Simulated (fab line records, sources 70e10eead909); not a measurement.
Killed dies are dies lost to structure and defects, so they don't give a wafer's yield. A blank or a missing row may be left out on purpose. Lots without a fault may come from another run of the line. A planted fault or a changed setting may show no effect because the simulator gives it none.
A struck lot beside a sound one | flow nand_harc | 34 steps out of a route of 1302
Sound: wafers L940.1, L940.3, L940.5. Struck: wafers L945.2, L945.4, L945.6. The cause comes at the end.
At each step with rows: each side's tool, then ch and its chambers, then its first start. Under that, the readings that differ: sound wafers | struck wafers | difference of the means | sigmas: that difference in standard deviations of wafers without a fault.
alike: readings whose means differ by less than 2 such deviations, and words and numbers that are the same on both sides. not compared: withheld readings, readings that some wafer has no value for, bounds like >300 that may hide the same value, and numbers for which the record gives no deviation and whose values overlap.
The two part at a step that has a row with sigmas, a row that says differs or no value, or rows on one side only. Numbers that don't overlap but have no deviation are shown without sigmas and don't part them. A reading that every wafer of one side lacks parts them only if that side has two wafers or more.

first, 2 steps without rows for these wafers: NHARC_A_SLIT_PRECLEAN_19 (cleans in SC1); NHARC_A_SLIT_SRD_20.
NHARC_A_SLIT_CD_MEAS_21:
  sound on cd_sem-01, day 24 04:10; struck on cd_sem-02, day 26 14:12
  reading    | sound             | struck            | difference | sigmas
  cd_nm (nm) | 287.1 287.7 288.0 | 290.2 290.3 290.3 | +2.7       | +3
then, 3 steps without rows for these wafers: NHARC_A_SIN_REMOVE_WET_00 (chemistry H3PO4, time 15300 s); NHARC_A_SIN_REMOVE_PRECLEAN_01 (cleans in SC1); NHARC_A_SIN_REMOVE_SRD_02.
NHARC_A_SIN_REMOVE_INSPECT_04:
  sound on defect_inspect-02, day 24 10:22; struck on defect_inspect-02, day 26 20:47
  alike: raw_defect_count
then, 3 steps without rows for these wafers: NHARC_A_WL_FILL_ALD_00 (deposits Al2O3, target thk 3 nm, pulse time 3 s, ald cycles 30); NHARC_A_WL_FILL_RTA_01 (time 5 s); NHARC_A_WL_FILL_ALD_02 (deposits TiN, target thk 2 nm, pulse time 3 s, ald cycles 100).
NHARC_A_WL_FILL_CVD_03: deposits W, target thk 40 nm, time 279 s.
  sound on cvd_w-01 ch 0,1, day 24 11:35; struck on cvd_w-02 ch 0, day 26 21:55
  alike: heater_power_w, mfc_ar_sccm, mfc_h2_sccm, mfc_wf6_sccm, throttle_valve_pct
then, 1 step without rows for these wafers: NHARC_A_WL_FILL_ETCHBACK_04 (etches the open film in NF3, target depth 60 nm, time 120 s).
NHARC_A_WL_FILL_ETCHBACK_05: etches the open film in Cl2/BCl3, target depth 22 nm, time 60 s.
  sound on rie_metal-03 ch 0,1, day 24 12:09; struck on rie_metal-03 ch 0,1, day 26 22:31
  alike: drypump_motor_current_A, oes_product_au
  not compared: rf_hours_counter_h
NHARC_A_WL_FILL_STRIP_27: strips in N2/H2, time 20 s.
  sound on plasma_asher-01 ch 0,1, day 24 12:17; struck on plasma_asher-02 ch 0,1, day 26 22:41
  alike: drypump_motor_current_A, heater_power_w
  not compared: rf_hours_counter_h
then, 5 steps without rows for these wafers: NHARC_A_WL_FILL_STRIP_28 (strips in post etch residue remover, time 1200 s); NHARC_A_WL_FILL_PRECLEAN_06 (cleans in DIW, time 300 s); NHARC_A_WL_FILL_SRD_07; NHARC_A_WL_FILL_ANNEAL_08 (time 1800 s); NHARC_A_WL_FILL_ALD_10 (deposits SiO2, target thk 50 nm, pulse time 10 s, ald cycles 500).
NHARC_A_WL_FILL_ETCHBACK_16: etches the open film in C4F8/O2/Ar, target depth 120 nm, time 24 s.
  sound on rie_diel-11 ch 1,2,3; struck on rie_diel-12 ch 0,3
  alike: oes_product_au, rf_fwd_power_W, rf_vpp_V
  not compared: rf_hours_counter_h
then, 9 steps without rows for these wafers: NHARC_A_WL_FILL_STRIP_29 (strips in O2, time 20 s); NHARC_A_WL_FILL_ETCHBACK_17 (etches the open film in Cl2/BCl3, target depth 4 nm, time 26.7 s); NHARC_A_WL_FILL_PRECLEAN_18 (cleans in dHF, time 30 s); NHARC_A_WL_FILL_SRD_21; NHARC_A_WL_FILL_CVD_23 (deposits poly-Si, target thk 40 nm, time 800 s); NHARC_A_WL_FILL_ETCHBACK_26 (etches the open film in HBr, target depth 52 nm, time 13.3 s); NHARC_A_WL_FILL_PRECLEAN_30 (cleans in dHF, time 10 s); NHARC_A_WL_FILL_SRD_14; NHARC_A_WL_FILL_ALD_19 (deposits TiN, target thk 2 nm, pulse time 3 s, ald cycles 100).
NHARC_A_WL_FILL_CVD_20: deposits W, target thk 100 nm, time 74 s.
  sound on cvd_w-02 ch 0,1; struck on cvd_w-01 ch 0,1
  alike: heater_power_w, mfc_ar_sccm, mfc_h2_sccm, mfc_wf6_sccm, throttle_valve_pct
NHARC_A_WL_FILL_CMP_12: polishes, t overpolish 30 s, target thk 100 nm.
  sound on cmp-02 ch 0,1,2, day 25 05:34; struck on cmp-01 ch 1,2, day 27 15:14
  alike: motor_current_A, overpolish_run_s, slurry_flow_ml_min, time_to_endpoint_s
  not compared: pad_life_wafers
then, 1 step without rows for these wafers: NHARC_A_WL_FILL_SRD_31.
NHARC_A_WL_FILL_INSPECT_15:
  sound on defect_inspect-01, day 25 06:01; struck on defect_inspect-02, day 27 15:40
  alike: raw_defect_count
-- the record jumps here: 3 days lie between the struck wafers' starts before and after (it left off in module A_WL_FILL and takes up again in module END, whose first step shown is number 1302 of the route) --
NHARC_END_SORT_01:
  the record has rows for the struck wafers here (prober-02 ch 0, day 31 02:49) and none for the sound ones

WHERE THEY PART
First at NHARC_A_SLIT_CD_MEAS_21; last, within this record, at NHARC_END_SORT_01.

WHY: what the simulator had put in
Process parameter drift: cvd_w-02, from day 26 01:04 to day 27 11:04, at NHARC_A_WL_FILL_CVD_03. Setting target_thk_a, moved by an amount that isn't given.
